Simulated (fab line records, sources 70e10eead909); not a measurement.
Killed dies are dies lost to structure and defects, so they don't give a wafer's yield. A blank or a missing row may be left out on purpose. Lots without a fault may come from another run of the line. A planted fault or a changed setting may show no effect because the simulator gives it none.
Chamber matching | flow nand_harc | NHARC_A_STAIRCASE_TRIM_196 on rie_diel-01: 4 sister chambers
The step chemistry O2, time 211.2 s. 4 wafers are shown with their chamber, then 9 later ones without.

WAFERS WITH THEIR CHAMBER
wafer  | chamber | showerhead_plenum_p_Torr (Torr)
L083.6 | 0       | 3.66
L087.2 | 2       | 3.29
L087.3 | 3       | 3.65
L087.5 | 1       | 3.62

WAFERS WITHOUT THEIR CHAMBER
wafer  | showerhead_plenum_p_Torr (Torr)
L086.1 | 3.65
L086.3 | 3.29
L086.6 | 3.62
L092.1 | 3.64
L092.3 | 3.62
L092.4 | 3.29
L097.2 | 3.65
L097.4 | 3.61
L097.5 | 3.61

WHICH CHAMBER EACH WENT THROUGH
wafer  | from the rows above          | in truth
L086.1 | can't be placed: 3 or 0      | 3
L086.3 | 2                            | 2
L086.6 | 1                            | 1
L092.1 | can't be placed: 3 or 0 or 1 | 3
L092.3 | 1                            | 1
L092.4 | 2                            | 2
L097.2 | can't be placed: 3 or 0      | 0
L097.4 | 1                            | 1
L097.5 | 1                            | 1
Placed correctly: 6 of 9. Can't be placed from these rows: 3 (the true chamber is among the candidates in 3). Placed wrongly: 0.
How it was worked out, from the rows above alone: a wafer's distance from a chamber is the root of the sum, over the readings, of the square of ((its reading less the chamber's mean) divided by the reading's scatter). The wafer belongs to the nearest chamber; if the next one is less than 2 further off, it can't be placed. A chamber's mean is the mean of its shown wafers. The scatter: with one shown wafer a chamber, the root of the mean of the squares of how far each hidden wafer lies from its nearest shown one.
